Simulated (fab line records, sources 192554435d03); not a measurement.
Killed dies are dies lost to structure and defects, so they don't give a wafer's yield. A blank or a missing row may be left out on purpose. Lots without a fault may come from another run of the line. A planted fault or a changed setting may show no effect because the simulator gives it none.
fab line records | flow n5_finfet
record lots=7 wafers=39
route steps=1938 shown SD_EPI_P@300
start_h: hours from the record's first day to the start of the lot's first wafer shown | wait_h: hours since the lot's step before | " the same as in the row above | L1.1+2: a row that stands for several wafers | - no value, or no start given | * or withheld: withheld | < > ~ a bound
route shown NAME@n: a module of which the file shows steps, and the number in the route of the first | usual: mean/standard deviation of fault-free wafers | same: alike in all rows | chamber/n: place in a boat | sites: the reading at each site | _std_site: their standard deviation | _edge_site: outer sites' mean less inner sites' | radius_mm: how far each site lies from the wafer's centre | mask NAME#n: copy n | behind: the tool/chamber that last shaped the wafer | hold: why the lot was held/for how many hours/how that ended | device: the transistor (n, p or np) that didn't switch | end of line: the same wafers' tests at the end of the route | a step without rows: its recipe alone | killed: dies lost to structure and defects at the first sort, not the wafer's yield | map: a wafer's dies, x killed, . not, _ none there
set.NAME: the setting as run; set.NAME@STEP: as run at that earlier step | model.NAME: the simulator's own value behind a step, which no gauge read
lots whose settings were changed on purpose; a table a step, a row a wafer
## steps
# step N5_SD_EPI_P_EXPOSE_06
# recipe mask_id=SD_P_BLK na=1.35 source_shape=conventional sigma_outer=0.8 polarization=unpolarized target_cd_nm=240 dose_mj=39.5
# columns lot.wafer tool chamber start_h wait_h mask set.dose_mj
L074.1+5+6 arfi_scanner-03 0 58.43 - SD_P_BLK#0 39.5
L074.2+3+4 " 0 " " SD_P_BLK#0 37.51
L079.1+2+3 arfi_scanner-01 0 84.41 - SD_P_BLK#0 36.89
L079.4+5+6 " 0 " " SD_P_BLK#0 39.5
L083.1+4+5 arfi_scanner-03 0 108.51 - SD_P_BLK#0 39.5
L083.2+3+6 " 0 " " SD_P_BLK#0 36.67
L086.1+5+6 arfi_scanner-03 0 125.81 - SD_P_BLK#0 37.59
L086.2+3+4 " 0 " " SD_P_BLK#0 39.5
L092.1+3+5 arfi_scanner-03 0 166.43 - SD_P_BLK#0 37.75
L092.2+4+6 " 0 " " SD_P_BLK#0 39.5
L096.1+2+3 arfi_scanner-01 0 186.94 - SD_P_BLK#0 36.9
L096.4+5+6 " 0 " " SD_P_BLK#0 39.5
L097.1+4+5 arfi_scanner-03 0 189.80 - SD_P_BLK#0 39.5
# step N5_SD_EPI_P_PEB_07
# recipe peb_temp_c=110 peb_time_s=60 resist=CAR-ArF-block
# step N5_SD_EPI_P_DEVELOP_08
# recipe develop_time_s=30 developer=TMAH resist=CAR-ArF-block dev_temp_c=23 rinse_liquid=diw dry=air_spin
# step N5_SD_EPI_P_CD_MEAS_09
# recipe target_cd_nm=240 landing_energy_ev=500 detector=se_inlens
# usual cd_nm=240.0/0.79
# columns lot.wafer tool chamber start_h wait_h set.dose_mj@SD_EPI_P_EXPOSE_06 cd_nm
L074.1 cd_sem-01 0 58.55 - 39.5 240.0
L074.2 " 0 " " 37.51 236.1
L074.3 " 0 " " 37.51 234.9
L074.4 " 0 " " 37.51 234.9
L074.5 " 0 " " 39.5 238.2
L074.6 " 0 " " 39.5 239.4
L079.1 cd_sem-03 0 84.54 - 36.89 235.8
L079.2 " 0 " " 36.89 236.1
L079.3 " 0 " " 36.89 236.6
L079.4 " 0 " " 39.5 242.5
L079.5 " 0 " " 39.5 241.2
L079.6 " 0 " " 39.5 241.1
L083.1 cd_sem-02 0 108.63 - 39.5 239.6
L083.2 " 0 " " 36.67 234.0
L083.3 " 0 " " 36.67 234.3
L083.4 " 0 " " 39.5 239.2
L083.5 " 0 " " 39.5 239.2
L083.6 " 0 " " 36.67 234.4
L086.1 cd_sem-03 0 125.93 - 37.59 235.9
L086.2 " 0 " " 39.5 240.3
L086.3 " 0 " " 39.5 240.0
L086.4 " 0 " " 39.5 240.1
L086.5 " 0 " " 37.59 236.1
L086.6 " 0 " " 37.59 236.2
L092.1 cd_sem-02 0 166.55 - 37.75 236.4
L092.2 " 0 " " 39.5 239.2
L092.3 " 0 " " 37.75 236.5
L092.4 " 0 " " 39.5 238.9
L092.5 " 0 " " 37.75 236.3
L092.6 " 0 " " 39.5 238.9
L096.1 cd_sem-01 0 187.07 - 36.9 235.7
L096.2 " 0 " " 36.9 234.9
L096.3 " 0 " " 36.9 234.0
L096.4 " 0 " " 39.5 239.1
L096.5 " 0 " " 39.5 240.3
L096.6 " 0 " " 39.5 240.1
L097.1 cd_sem-02 0 189.92 - 39.5 239.4
L097.4 " 0 " " 39.5 239.8
L097.5 " 0 " " 39.5 238.1
# step N5_SD_EPI_P_DESCUM_14
# recipe chemistry=O2 time_s=7.9 source_power_w=50 bias_power_w=20 pressure_mtorr=20 rf_frequency_hz=2.712e+07 temp_c=40 resist=CAR-ArF-block o2_flow_sccm=225
# columns lot.wafer tool chamber start_h wait_h set.dose_mj@SD_EPI_P_EXPOSE_06 model.SD_EPI_P.cd_nm
L074.1 rie_diel-04 0 58.64 0.0 39.5 240
L074.2 " 2 " " 37.51 236
L074.3 " 1 " " 37.51 235.2
L074.4 " 0 " " 37.51 235
L074.5 " 1 " " 39.5 238.2
L074.6 " 2 " " 39.5 239.2
L079.1+2 rie_diel-05 2,3 84.63 0.0 36.89 236
L079.3 " 0 " " 36.89 236.8
L079.4 " 3 " " 39.5 242.6
L079.5 " 2 " " 39.5 241.2
L079.6 " 0 " " 39.5 241
L083.1+4 rie_diel-06 3,1 108.76 0.1 39.5 239.4
L083.2 " 2 " " 36.67 234.2
L083.3 " 0 " " 36.67 234.4
L083.5 " 3 " " 39.5 239
L083.6 " 0 " " 36.67 234
L086.1 rie_diel-05 2 126.02 0.0 37.59 236
L086.2 " 3 " " 39.5 240.2
L086.3+4 " 1,0 " " 39.5 239.8
L086.5 " 1 " " 37.59 -
L086.6 " 0 " " 37.59 236.4
L092.1 rie_diel-05 2 166.64 0.0 37.75 236.6
L092.2+4+6 " 3,0,1 " " 39.5 239.2
L092.3 " 1 " " 37.75 236.8
L092.5 " 2 " " 37.75 236.2
L096.1 rie_diel-05 3 187.15 0.0 36.9 235.4
L096.2 " 1 " " 36.9 234.8
L096.3 " 2 " " 36.9 233.8
L096.4 " 0 " " 39.5 239.2
L096.5+6 " 3,0 " " 39.5 240
L097.1 rie_diel-06 0 190.01 0.0 39.5 239.2
L097.4 " 2 " " 39.5 239.6
L097.5 " 0 " " 39.5 238.4
# step N5_SD_EPI_P_ETCH_36
# recipe chemistry=CF4 target=SiARC target_depth_a=455 mask_material=CAR-ArF-block time_s=75.8 ion_energy_ev=80 pressure_mtorr=40 source_w=545 bias_w=36 Ar_flow_sccm=100 cf4_flow_sccm=100 ends=cleared
# step N5_SD_EPI_P_ETCH_37
# recipe chemistry=N2/H2 target=SOC overetch_a=1080 mask_material=SiARC temp_c=40 ion_energy_ev=100 source_w=3000 bias_w=133 pressure_mtorr=20 time_s=486 n2_flow_sccm=200 h2_flow_sccm=200 ends=end_point
# columns lot.wafer tool chamber start_h wait_h set.dose_mj@SD_EPI_P_EXPOSE_06 model.SD_EPI_P.cd_nm
L074.1 rie_diel-04 0 58.73 0.0 39.5 240.4
L074.2 " 2 " " 37.51 236.6
L074.3+4 " 1,0 " " 37.51 236.2
L074.5 " 1 " " 39.5 238.4
L074.6 " 2 " " 39.5 240.6
L079.1 rie_diel-05 2 84.72 0.0 36.89 236.8
L079.2 " 3 " " 36.89 235.2
L079.3 " 0 " " 36.89 235.4
L079.4 " 3 " " 39.5 241.8
L079.5 " 2 " " 39.5 242.4
L079.6 " 0 " " 39.5 240
L083.1 rie_diel-06 3 108.85 0.0 39.5 239.6
L083.2 " 2 " " 36.67 233.2
L083.3 " 0 " " 36.67 234.2
L083.4+5 " 1,3 " " 39.5 239.4
L083.6 " 0 " " 36.67 233.8
L086.1 rie_diel-05 2 126.11 0.0 37.59 236.8
L086.2+3 " 3,1 " " 39.5 240
L086.4 " 0 " " 39.5 239.2
L086.5 " 1 " " 37.59 238
L086.6 " 0 " " 37.59 235
L092.1 rie_diel-05 2 166.73 0.0 37.75 236.8
L092.2 " 3 " " 39.5 238.8
L092.3 " 1 " " 37.75 237.4
L092.4 " 0 " " 39.5 237.2
L092.5 " 2 " " 37.75 236
L092.6 " 1 " " 39.5 239.6
L096.1 rie_diel-05 3 187.25 0.0 36.9 235
L096.2 " 1 " " 36.9 236
L096.3 " 2 " " 36.9 234.2
L096.4 " 0 " " 39.5 238.4
L096.5 " 3 " " 39.5 239.8
L096.6 " 0 " " 39.5 239.2
L097.1 rie_diel-06 0 190.10 0.0 39.5 240
L097.4 " 2 " " 39.5 238.8
L097.5 " 0 " " 39.5 238
# step N5_SD_EPI_P_STRIP_38
# recipe chemistry=N2/H2 temp_c=40 n2_flow_sccm=200 h2_flow_sccm=200 rf_frequency_hz=6e+07
# step N5_SD_EPI_P_ETCHBACK_46
# recipe chemistry=CH3F/O2 mode=anisotropic_etchback target=SiNx target_depth_a=175 stop_on=SiO2 over_etch_frac=0.3 ion_energy_ev=120 pressure_mtorr=30 source_w=395 bias_w=73 Ar_flow_sccm=150 CH3F_flow_sccm=30 O2_flow_sccm=20
# step N5_SD_EPI_P_ETCH_16
# recipe chemistry=CHF3/O2 target=SiO2 target_depth_a=50 mask_material=SOC pressure_mtorr=30 source_w=650 bias_w=170 Ar_flow_sccm=200 CHF3_flow_sccm=50 O2_flow_sccm=5 ion_energy_ev=200
# step N5_SD_EPI_P_STRIP_50
# recipe chemistry=CHF3/O2 resist=SiARC rf_frequency_hz=6e+07
# step N5_SD_EPI_P_SD_RECESS_17
# recipe chemistry=HBr/Cl2/O2 target_depth_a=391 bt_time_s=3 pressure_mtorr=10 icp_w=800 bias_w=112 HBr_flow_sccm=150 Cl2_flow_sccm=80 O2_flow_sccm=12
# columns lot.wafer tool chamber start_h wait_h set.dose_mj@SD_EPI_P_EXPOSE_06 model.SD_EPI_P.cd_nm
L074.1 rie_si-01 0 59.33 0.0 39.5 240.6
L074.2 " 2 " " 37.51 236.8
L074.3 " 1 " " 37.51 236.2
L074.4 " 3 " " 37.51 236.4
L074.5 " 2 " " 39.5 238.4
L074.6 " 3 " " 39.5 240.8
L079.1 rie_si-01 3 85.31 0.0 36.89 237
L079.2 " 2 " " 36.89 235.2
L079.3 " 0 " " 36.89 235.4
L079.4 " 1 " " 39.5 241.8
L079.5 " 3 " " 39.5 242.4
L079.6 " 2 " " 39.5 240
L083.1+5 rie_si-04 0,1 109.45 0.0 39.5 239.6
L083.2 " 1 " " 36.67 233.2
L083.3 " 3 " " 36.67 234.4
L083.4 " 2 " " 39.5 239.4
L083.6 " 0 " " 36.67 233.8
L086.1 rie_si-04 0 126.71 0.0 37.59 236.6
L086.2 " 2 " " 39.5 239.8
L086.3 " 3 " " 39.5 240
L086.4 " 2 " " 39.5 239
L086.5 " 3 " " 37.59 238
L086.6 " 0 " " 37.59 234.8
L092.1 rie_si-04 3 167.33 0.0 37.75 236.8
L092.2 " 0 " " 39.5 239
L092.3 " 2 " " 37.75 237.2
L092.4 " 1 " " 39.5 237.4
L092.5 " 1 " " 37.75 236
L092.6 " 0 " " 39.5 239.6
L096.1 rie_si-01 3 187.84 0.0 36.9 235
L096.2 " 2 " " 36.9 236
L096.3 " 0 " " 36.9 234.2
L096.4 " 3 " " 39.5 238.4
L096.5 " 0 " " 39.5 239.8
L096.6 " 2 " " 39.5 239.2
L097.1 rie_si-01 3 190.70 0.0 39.5 239.8
L097.4 " 1 " " 39.5 238.8
L097.5 " 1 " " 39.5 238
## key
split step=N5_SD_EPI_P_EXPOSE_06 setting=dose_mj stated=39.5 by=wafer
response step=N5_SD_EPI_P_CD_MEAS_09 reading=cd_nm change=+0.753 per=1% r=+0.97
response step=N5_SD_EPI_P_DESCUM_14 reading=model.SD_EPI_P.cd_nm change=+0.742 per=1% r=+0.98
response step=N5_SD_EPI_P_ETCH_37 reading=model.SD_EPI_P.cd_nm change=+0.704 per=1% r=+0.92
response step=N5_SD_EPI_P_SD_RECESS_17 reading=model.SD_EPI_P.cd_nm change=+0.706 per=1% r=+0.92
